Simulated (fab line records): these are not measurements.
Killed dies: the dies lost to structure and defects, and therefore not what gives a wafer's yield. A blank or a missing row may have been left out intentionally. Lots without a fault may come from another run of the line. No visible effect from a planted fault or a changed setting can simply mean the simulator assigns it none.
Chamber matching :: flow nand harc :: NHARC_A_STAIRCASE_DEP_325 on pecvd-02 has 3 sister chambers
The step deposits SiO2, target thk 7200 nm. 16 wafers are shown with their chamber, then 8 later ones without.

WAFERS PAIRED WITH THEIR CHAMBERS
wafer: L075.2
chamber: 0
heater power w (W): 565
mfc precursor sccm (sccm): 199.5

wafer: L075.3
chamber: 0
heater power w (W): 568
mfc precursor sccm (sccm): 199.9

wafer: L075.5
chamber: 0
heater power w (W): 565
mfc precursor sccm (sccm): 199.9

wafer: L076.3
chamber: 0
heater power w (W): 564
mfc precursor sccm (sccm): 200.3

wafer: L076.5
chamber: 0
heater power w (W): 573
mfc precursor sccm (sccm): 200.7

wafer: L076.6
chamber: 0
heater power w (W): 576
mfc precursor sccm (sccm): 199.5

wafer: L078.2
chamber: 1
heater power w (W): 775
mfc precursor sccm (sccm): 199.9

wafer: L078.3
chamber: 2
heater power w (W): 660
mfc precursor sccm (sccm): 201.4

wafer: L078.5
chamber: 2
heater power w (W): 554
mfc precursor sccm (sccm): 201.0

wafer: L080.2
chamber: 2
heater power w (W): 650
mfc precursor sccm (sccm): 200.4

wafer: L080.4
chamber: 0
heater power w (W): 559
mfc precursor sccm (sccm): 200.5

wafer: L080.6
chamber: 1
heater power w (W): 686
mfc precursor sccm (sccm): 200.7

wafer: L082.1
chamber: 2
heater power w (W): 623
mfc precursor sccm (sccm): 199.8

wafer: L082.3
chamber: 0
heater power w (W): 680
mfc precursor sccm (sccm): 199.0

wafer: L082.6
chamber: 0
heater power w (W): 566
mfc precursor sccm (sccm): 200.5

wafer: L084.2
chamber: 2
heater power w (W): 647
mfc precursor sccm (sccm): 200.8

SIGNATURES (means of the wafers above)
reading: heater power w
chamber 0: 579.56
chamber 1: 730.50
chamber 2: 626.80
scatter within a chamber: 41.9

reading: mfc precursor sccm
chamber 0: 199.978
chamber 1: 200.300
chamber 2: 200.680
scatter within a chamber: 0.582
Rule: distance of a wafer from a chamber = root of the sum over the readings of ((wafer's reading minus chamber's mean) / reading's scatter) squared. The wafer belongs to the nearest chamber; if the next one is less than 2 further off, it can't be placed. The scatter: take each reading less its chamber's mean, square it, sum over the shown wafers, divide by the number of wafers less the number of chambers, and take the root.

WAFERS WHOSE CHAMBER IS MISSING
wafer: L084.5
heater power w (W): 565
mfc precursor sccm (sccm): 200.5

wafer: L084.6
heater power w (W): 673
mfc precursor sccm (sccm): 199.5

wafer: L088.2
heater power w (W): 664
mfc precursor sccm (sccm): 199.3

wafer: L088.5
heater power w (W): 560
mfc precursor sccm (sccm): 201.4

wafer: L088.6
heater power w (W): 669
mfc precursor sccm (sccm): 200.0

wafer: L092.1
heater power w (W): 642
mfc precursor sccm (sccm): 199.8

wafer: L092.5
heater power w (W): 604
mfc precursor sccm (sccm): 201.0

wafer: L092.6
heater power w (W): 592
mfc precursor sccm (sccm): 199.9

WHICH CHAMBER EACH ONE RAN IN
wafer: L084.5
from the rows above: can't be placed: 0 or 2
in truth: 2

wafer: L084.6
from the rows above: can't be placed: 1 or 2 or 0
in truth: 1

wafer: L088.2
from the rows above: can't be placed: 0 or 1 or 2
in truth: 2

wafer: L088.5
from the rows above: can't be placed: 2 or 0
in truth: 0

wafer: L088.6
from the rows above: can't be placed: 2 or 1 or 0
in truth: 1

wafer: L092.1
from the rows above: can't be placed: 0 or 2 or 1
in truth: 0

wafer: L092.5
from the rows above: can't be placed: 2 or 0
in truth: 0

wafer: L092.6
from the rows above: can't be placed: 0 or 2
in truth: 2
Placed correctly: 0 of 8. From these rows, 8 cannot be placed; in 8 the true chamber is one of the candidates. Wrongly placed: 0.
